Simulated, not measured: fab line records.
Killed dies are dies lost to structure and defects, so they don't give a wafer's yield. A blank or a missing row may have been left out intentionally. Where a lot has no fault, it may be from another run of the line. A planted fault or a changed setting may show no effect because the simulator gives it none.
2 desks, one fault | flow n5 finfet | what lay behind the numbers comes last; until then each desk has only its own

## METROLOGY DESK
Lot by lot, what the gauges showed, no matter which tool ran the lot: averages of those sampled wafers that carry a number. Any lot whose mean is over 4 standard deviations away from the usual mean is out of limits and marked OUT; that distance is given in the brackets. Shown here are 7 of its 10 readings, the ones lying furthest out on some lot.
Columns: A = DIBL_P at N5_BEOL_M4_RC_MEAS_101, usual 36.4 mV/V; B = IOFF_N at N5_BEOL_M4_RC_MEAS_101, usual 0.156 nA/um; C = IOFF_P at N5_BEOL_M4_RC_MEAS_101, usual 0.210 nA/um; D = ION_N at N5_BEOL_M4_RC_MEAS_101, usual 675 uA/um; E = ION_P at N5_BEOL_M4_RC_MEAS_101, usual 463 uA/um; F = VT_N at N5_BEOL_M4_RC_MEAS_101, usual 250 mV; G = VT_P at N5_BEOL_M4_RC_MEAS_101, usual -250.3 mV
lot  | first seen here | A    | B     | C     | D   | E   | F   | G
L826 | day 10 08:11    | 36.7 | 0.170 | 0.226 | 681 | 468 | 246 | -249.2
L828 | day 10 18:22    | 37.2 | 0.157 | 0.203 | 670 | 457 | 250 | -253.6
L829 | day 11 02:07    | 39.0 | 0.189 | 0.245 | 686 | 466 | 246 | -247.4
L838 | day 13 13:19    | 35.8 | 0.152 | 0.189 | 683 | 463 | 249 | -252.4
Finding of this desk: none of the 4 lots has anything out of limits.

## AT THE TOOL OWNER'S DESK: rie diel-05
The tool's own readings at N5_HKMG_FIN_ETCH_35 (etches SOC in N2/H2, target depth 215.8 nm, time 243.4 s): means of the sampled wafers that have a number, for each lot that ran on this tool. Any lot whose mean is over 4 standard deviations away from the usual mean is out of limits and marked OUT; that distance is given in the brackets. It has 8 readings, of which 7 appear: the earliest out of limits, and the ones furthest out on some lot.
Columns: A = chamber pressure mTorr at N5_HKMG_FIN_ETCH_35, usual 30.004 mTorr; B = drypump motor current A at N5_HKMG_FIN_ETCH_35, usual 5.9 A; C = oes product au at N5_HKMG_FIN_ETCH_35, usual 0.79 a.u.; D = rf vpp V at N5_HKMG_FIN_ETCH_35, usual 142.0 V; E = run length s at N5_HKMG_FIN_ETCH_35, usual 267.0 s; F = showerhead plenum p Torr at N5_HKMG_FIN_ETCH_35, usual 2.59 Torr; G = throttle valve pct at N5_HKMG_FIN_ETCH_35, usual 17.79 %
lot  | first seen here | A      | B   | C    | D     | E               | F    | G
L826 | day 5 11:14     | 30.041 | 5.7 | 0.80 | 142.0 | 274.6 (+20) OUT | 2.58 | 17.65
L828 | day 5 21:17     | 29.999 | 6.0 | 0.73 | 142.4 | 274.3 (+20) OUT | 2.64 | 17.86
L838 | day 8 12:47     | 29.996 | 5.5 | 0.77 | 141.9 | 267.1           | 2.58 | 17.73
This desk's finding: out of limits on L826, L828; first on L826, day 5 11:14 (run length s at N5_HKMG_FIN_ETCH_35). In limits: L838.

## TAKEN TOGETHER
An alarm could have come from the tool owner's desk at day 5 11:14, on L826, L828.
From the metrology desk's view, nothing was out of limits.
The metrology desk has L826, L828 on record, within its limits.
On rie diel-05, each named lot ran N5_HKMG_FIN_ETCH_35.

## WHAT THE SIMULATOR PUT IN
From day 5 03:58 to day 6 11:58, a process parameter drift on rie diel-05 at N5_HKMG_FIN_ETCH_35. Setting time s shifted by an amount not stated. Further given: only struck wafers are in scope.
Lots struck among those shown: L826, L828.
How many hours passed from the start of the fault until each desk's first out-of-limits reading: the tool owner's desk, 7.
